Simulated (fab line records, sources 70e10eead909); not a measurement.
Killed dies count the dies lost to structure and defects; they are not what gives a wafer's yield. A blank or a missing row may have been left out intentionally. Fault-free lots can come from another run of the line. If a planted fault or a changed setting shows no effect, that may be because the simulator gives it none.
Matching of chambers | flow nand harc | NHARC_P_GATE_ETCH_114 on rie diel-12 has 4 sister chambers
The step etches the open film in CF4/O2, target depth 30 nm, overetch 3 nm, time 16.5 s. 4 wafers are shown with their chamber, then 8 later ones without.

## WAFERS WITH THEIR CHAMBER
wafer  | chamber | drypump motor current A (A)
L834.6 | 2       | 5.87
L833.4 | 3       | 5.41
L833.6 | 0       | 5.51
L837.3 | 1       | 5.75

## WAFERS MISSING THEIR CHAMBER
wafer  | drypump motor current A (A)
L837.4 | 5.53
L837.6 | 5.41
L838.2 | 5.84
L838.4 | 5.40
L838.5 | 5.42
L841.1 | 5.53
L841.2 | 5.88
L841.6 | 5.86

## THE CHAMBER EACH PASSED THROUGH
wafer  | from the rows above | in truth
L837.4 | 0                   | 0
L837.6 | 3                   | 3
L838.2 | 2                   | 2
L838.4 | 3                   | 3
L838.5 | 3                   | 3
L841.1 | 0                   | 0
L841.2 | 2                   | 2
L841.6 | 2                   | 2
8 of 8 placed correctly. Can't be placed from these rows: 0. 0 placed wrongly.
How it was worked out, from the rows above alone: a wafer's distance from a chamber is the root of the sum, over the readings, of the square of ((its reading less the chamber's mean) divided by the reading's scatter). If the next closest chamber is less than 2 further off than the closest, the wafer can't be placed; otherwise it belongs to the closest. A chamber's mean is the mean of its shown wafers. The scatter (one wafer shown for each chamber): square how far every hidden wafer sits from the nearest shown wafer, average those squares and take the square root.
